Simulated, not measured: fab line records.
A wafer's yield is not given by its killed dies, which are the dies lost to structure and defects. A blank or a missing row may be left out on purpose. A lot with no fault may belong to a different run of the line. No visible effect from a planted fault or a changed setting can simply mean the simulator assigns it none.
Matching of chambers    flow nand-harc    4 sister chambers for NHARC_P_BONDPAD_DESCUM_11 on rie-diel-05
The step chemistry O2, time 3 s. 8 wafers are shown with their chamber, then 8 later ones without.

## WAFERS PAIRED WITH THEIR CHAMBERS
wafer   chamber  drypump-motor-current-A (A)  oes-product-au (a.u.)
L078.2  0        5.55                         0.993
L081.1  1        5.74                         0.990
L081.3  2        6.09                         0.999
L081.4  3        6.29                         1.001
L082.1  2        6.12                         1.001
L082.5  1        5.73                         0.998
L082.6  0        5.53                         1.002
L083.1  3        6.33                         1.014

## WAFERS WHOSE CHAMBER IS MISSING
wafer   drypump-motor-current-A (A)  oes-product-au (a.u.)
L083.5  6.34                         1.021
L083.6  5.53                         1.014
L094.1  6.10                         1.026
L094.3  6.29                         1.010
L094.4  5.71                         1.009
L096.1  6.32                         1.004
L096.4  6.13                         1.003
L096.6  6.32                         1.010

## THE CHAMBER EACH PASSED THROUGH
wafer   from the rows above  in truth
L083.5  3                    3
L083.6  0                    0
L094.1  2                    2
L094.3  3                    3
L094.4  1                    1
L096.1  3                    3
L096.4  2                    2
L096.6  3                    3
Placed correctly: 8 of 8. From these rows, 0 cannot be placed. Placed wrongly: 0.
How it was worked out, from the rows above alone: a wafer's distance from a chamber is the root of the sum, over the readings, of the square of ((its reading less the chamber's mean) divided by the reading's scatter). If the next closest chamber is less than 2 further off than the closest, the wafer can't be placed; otherwise it belongs to the closest. Each chamber's mean is taken over the wafers shown for it. The scatter: take each reading less its chamber's mean, square it, sum over the shown wafers, divide by the number of wafers less the number of chambers, and take the root.
